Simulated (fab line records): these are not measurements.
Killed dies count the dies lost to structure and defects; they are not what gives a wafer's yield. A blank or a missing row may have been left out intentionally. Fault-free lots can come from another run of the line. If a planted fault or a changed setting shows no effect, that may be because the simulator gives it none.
Lot-split experiment    flow n5Finfet    on a route of 1938 steps: 7 lots, 39 wafers read

## ABOUT THE SPLIT
At N5_SD_EPI_P_EPI_21 (deposits SiGe:B, time 355 s), the setting epiGrowthTimeS was moved away from the recipe's 355 s on 18 of the 39 wafers read, by -39.8% to +42.6%. For the rest of the wafers, this setting stayed at what the recipe calls for.

## FROM THE SPLIT TO THE READING: what the file shows between them, 6 steps
- N5_SD_EPI_P_EPI_MEAS_23
- N5_SD_EPI_P_HM_STRIP_48: strips SiNx in H3PO4, material SiNx, target depth 3 nm
- N5_SD_EPI_P_SRD_49: time 30 s
- N5_SD_EPI_P_PRECLEAN_24: cleans in O3/DIW, time 45 s
- N5_SD_ACTIVATION_RTA_00: time 0 s
- N5_SD_ACTIVATION_LSA_01: time 0.0008 s

## THE READING
RS_SD_P, in ohm/sq, at N5_SD_ACTIVATION_RS_MEAS_03 (measures by four-point-probe). Fault-free wafers of this fab line usually give 55.7 ohm/sq, standard deviation 0.78 ohm/sq.

wafer   tool, chamber at the split  epiGrowthTimeS as run, s  against the recipe  RS_SD_P, ohm/sq  against lot-mates on the recipe
L079.1  epiRpcvd-04, 0              493                       +38.9%              43.5             -11.5
L079.2  epiRpcvd-04, 0              355                       recipe              55.0             -
L079.3  epiRpcvd-04, 0              493                       +38.9%              44.6             -10.4
L079.4  epiRpcvd-04, 0              355                       recipe              54.9             -
L079.5  epiRpcvd-04, 0              493                       +38.9%              43.7             -11.3
L079.6  epiRpcvd-04, 0              355                       recipe              55.0             -
L084.1  epiRpcvd-03, 0              355                       recipe              56.2             -
L084.2  epiRpcvd-03, 0              355                       recipe              56.5             -
L084.3  epiRpcvd-03, 0              355                       recipe              56.4             -
L084.4  epiRpcvd-03, 0              506.4                     +42.6%              43.7             -12.7
L084.5  epiRpcvd-03, 0              506.4                     +42.6%              44.5             -11.9
L084.6  epiRpcvd-03, 0              506.4                     +42.6%              43.6             -12.8
L090.1  epiRpcvd-04, 0              442.7                     +24.7%              49.0             -7.7
L090.2  epiRpcvd-04, 0              442.7                     +24.7%              48.5             -8.2
L090.3  epiRpcvd-04, 0              355                       recipe              56.7             -
L090.4  epiRpcvd-04, 0              442.7                     +24.7%              48.2             -8.5
L090.5  epiRpcvd-04, 0              355                       recipe              57.0             -
L090.6  epiRpcvd-04, 0              355                       recipe              56.5             -
L091.1  epiRpcvd-03, 0              355                       recipe              55.9             -
L091.2  epiRpcvd-03, 0              355                       recipe              55.3             -
L091.3  epiRpcvd-03, 0              355                       recipe              55.3             -
L091.4  epiRpcvd-03, 0              263.6                     -25.7%              68.9             +13.4
L091.5  epiRpcvd-03, 0              263.6                     -25.7%              68.1             +12.6
L091.6  epiRpcvd-03, 0              263.6                     -25.7%              69.0             +13.5
L092.1  epiRpcvd-03, 0              355                       recipe              55.4             -
L092.3  epiRpcvd-03, 0              355                       recipe              55.1             -
L092.4  epiRpcvd-03, 0              355                       recipe              55.9             -
L093.1  epiRpcvd-02, 0              229.4                     -35.4%              79.6             +23.6
L093.2  epiRpcvd-02, 0              355                       recipe              55.9             -
L093.3  epiRpcvd-02, 0              355                       recipe              56.3             -
L093.4  epiRpcvd-02, 0              229.4                     -35.4%              80.8             +24.8
L093.5  epiRpcvd-02, 0              229.4                     -35.4%              79.2             +23.2
L093.6  epiRpcvd-02, 0              355                       recipe              55.7             -
L094.1  epiRpcvd-02, 0              355                       recipe              56.8             -
L094.2  epiRpcvd-02, 0              213.8                     -39.8%              87.1             +30.4
L094.3  epiRpcvd-02, 0              213.8                     -39.8%              88.0             +31.3
L094.4  epiRpcvd-02, 0              213.8                     -39.8%              87.2             +30.5
L094.5  epiRpcvd-02, 0              355                       recipe              56.2             -
L094.6  epiRpcvd-02, 0              355                       recipe              57.0             -

FIT RESULTS
A straight line over all 39 wafers: RS_SD_P changes by -0.485 ohm/sq for each +1% of epiGrowthTimeS; r = -0.94; the points scatter about the line by 4.3 ohm/sq.
The same after taking each lot's own level away (the mean of its wafers on the recipe; 39 wafers): -0.482 ohm/sq for each +1%; r = -0.94; scatter 4.1 ohm/sq.
Per that fit: largest epiGrowthTimeS move, reading shift of 21 ohm/sq.
The span of the lots' own levels, 54.97 to 56.73 ohm/sq, comes to 2.3 times the standard deviation stated above.
So the lot-to-lot level changes the slope little: the two slopes agree.
Check: for one of the wafers moved furthest among these (+42.6%), held out of the fit, the line's prediction against its lot-mates is -18.2 ohm/sq. It came out at -12.7 ohm/sq against them.

## THESE WAFERS: OTHER SPLITS
Other splits were also applied to these wafers ahead of the reading. Each is held against what the fit with the lots' levels taken away leaves over:
other split on the same wafers    wafers away from the commonest value  r with RS_SD_P (lot level and that fit taken away)
N5_FIN_SAQP_ETCH_69 targetDepthA  18                                    -0.14

## THE WHOLE CHAIN: every reading that the file lists as answering this split, in the file's order
step                         what it does                                            reading                                                                           change (the file's fit)                r (the file's)
N5_SD_EPI_P_EPI_21           deposits SiGe:B, time 355 s                             SiGe-B_of_SD_EPI_P_EPI_21.thkNm (the simulator's own value, which no gauge read)  +0.456 nm for each +1% of the setting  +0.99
N5_SD_EPI_P_EPI_MEAS_23                                                              thkNm                                                                             withheld for each +1% of the setting   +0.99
N5_SD_EPI_P_HM_STRIP_48      strips SiNx in H3PO4, material SiNx, target depth 3 nm  SiGe-B_of_SD_EPI_P_EPI_21.thkNm (the simulator's own value, which no gauge read)  +0.454 nm for each +1% of the setting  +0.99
N5_SD_ACTIVATION_RS_MEAS_03  measures by four-point-probe                            RS_SD_P                                                                           -0.48 for each +1% of the setting      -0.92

## FILE'S OWN FIT
RS_SD_P changes by -0.48 ohm/sq for each +1% of epiGrowthTimeS, r = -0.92.
